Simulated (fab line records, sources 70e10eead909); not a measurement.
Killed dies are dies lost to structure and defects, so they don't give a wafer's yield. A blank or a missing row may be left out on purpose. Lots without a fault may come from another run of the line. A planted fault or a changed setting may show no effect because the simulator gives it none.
Chamber matching | flow nand_harc | NHARC_A_CHANNEL_FILL_D1_STRIP_28 on rie_diel-03: 4 sister chambers
The step strips in O2, time 20 s. 4 wafers are shown with their chamber, then 11 later ones without.

WAFERS WITH THEIR CHAMBER
wafer  | chamber | showerhead_plenum_p_Torr (Torr)
L090.1 | 3       | 3.43
L090.2 | 2       | 3.43
L090.3 | 0       | 3.75
L090.4 | 1       | 3.50

WAFERS WITHOUT THEIR CHAMBER
wafer  | showerhead_plenum_p_Torr (Torr)
L090.5 | 3.43
L090.6 | 3.43
L091.1 | 3.75
L091.4 | 3.75
L091.5 | 3.43
L092.3 | 3.43
L092.4 | 3.50
L092.6 | 3.43
L095.2 | 3.75
L095.3 | 3.42
L095.4 | 3.43

WHICH CHAMBER EACH WENT THROUGH
wafer  | from the rows above     | in truth
L090.5 | can't be placed: 2 or 3 | 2
L090.6 | can't be placed: 2 or 3 | 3
L091.1 | 0                       | 0
L091.4 | 0                       | 0
L091.5 | can't be placed: 2 or 3 | 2
L092.3 | can't be placed: 2 or 3 | 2
L092.4 | 1                       | 1
L092.6 | can't be placed: 2 or 3 | 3
L095.2 | 0                       | 0
L095.3 | can't be placed: 2 or 3 | 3
L095.4 | can't be placed: 2 or 3 | 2
Placed correctly: 4 of 11. Can't be placed from these rows: 7 (the true chamber is among the candidates in 7). Placed wrongly: 0.
How it was worked out, from the rows above alone: a wafer's distance from a chamber is the root of the sum, over the readings, of the square of ((its reading less the chamber's mean) divided by the reading's scatter). The wafer belongs to the nearest chamber; if the next one is less than 2 further off, it can't be placed. A chamber's mean is the mean of its shown wafers. The scatter: with one shown wafer a chamber, the root of the mean of the squares of how far each hidden wafer lies from its nearest shown one.
